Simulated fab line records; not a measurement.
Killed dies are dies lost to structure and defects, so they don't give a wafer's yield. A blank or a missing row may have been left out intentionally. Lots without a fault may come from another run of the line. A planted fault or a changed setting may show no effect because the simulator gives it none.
Chamber matching + flow n5_finfet + 3 sister chambers for N5_BEOL_M10_CURE_71 on uv_cure-01
The step cures SiCOH lowk, time 240 s. 6 wafers are shown with their chamber, then 12 later ones without.

== EACH WAFER AND ITS CHAMBER ==
| wafer  | chamber | wafer_temp_C_max | lamp_power_pct (%) |
|--------|---------|------------------|--------------------|
| L082.3 | 0       | 385.9            | 52.29              |
| L082.4 | 0       | 386.6            | 52.36              |
| L087.4 | 2       | 387.1            | 52.30              |
| L087.6 | 2       | 386.9            | 52.36              |
| L093.5 | 1       | 386.9            | 52.29              |
| L093.6 | 1       | 386.9            | 52.33              |

== WAFERS WHOSE CHAMBER IS MISSING ==
| wafer  | wafer_temp_C_max | lamp_power_pct (%) |
|--------|------------------|--------------------|
| L094.2 | 386.9            | 52.33              |
| L094.4 | 387.5            | 52.30              |
| L094.5 | 387.5            | 52.28              |
| L095.1 | 386.2            | 52.26              |
| L095.2 | 386.6            | 52.22              |
| L095.3 | 387.3            | 52.30              |
| L096.3 | 386.5            | 52.43              |
| L096.5 | 387.2            | 52.30              |
| L096.6 | 386.9            | 52.27              |
| L097.1 | 386.3            | 52.28              |
| L097.3 | 386.2            | 52.19              |
| L097.4 | 386.1            | 52.33              |

== EACH ONE'S CHAMBER ==
| wafer  | from the rows above          | in truth |
|--------|------------------------------|----------|
| L094.2 | can't be placed: 2 or 1 or 0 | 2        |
| L094.4 | can't be placed: 2 or 1      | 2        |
| L094.5 | can't be placed: 2 or 1      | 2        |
| L095.1 | can't be placed: 0 or 1 or 2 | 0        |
| L095.2 | can't be placed: 1 or 0 or 2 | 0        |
| L095.3 | can't be placed: 2 or 1      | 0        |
| L096.3 | can't be placed: 0 or 2 or 1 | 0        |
| L096.5 | can't be placed: 2 or 1      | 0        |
| L096.6 | can't be placed: 1 or 2 or 0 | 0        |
| L097.1 | can't be placed: 0 or 1 or 2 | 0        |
| L097.3 | can't be placed: 0 or 1 or 2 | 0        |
| L097.4 | 0                            | 0        |
Placed correctly: 1 of 12. Unplaceable from these rows: 11, with the true chamber sitting among the candidates in 9. Wrongly placed: 0.
How it was worked out, from the rows above alone: a wafer's distance from a chamber is the root of the sum, over the readings, of the square of ((its reading less the chamber's mean) divided by the reading's scatter). The wafer belongs to the nearest chamber; if the next one is less than 2 further off, it can't be placed. The mean given for a chamber averages the wafers shown for that chamber. The scatter: the root of (the sum of the squares of (reading less its chamber's mean) over the shown wafers, divided by (wafers less chambers)).
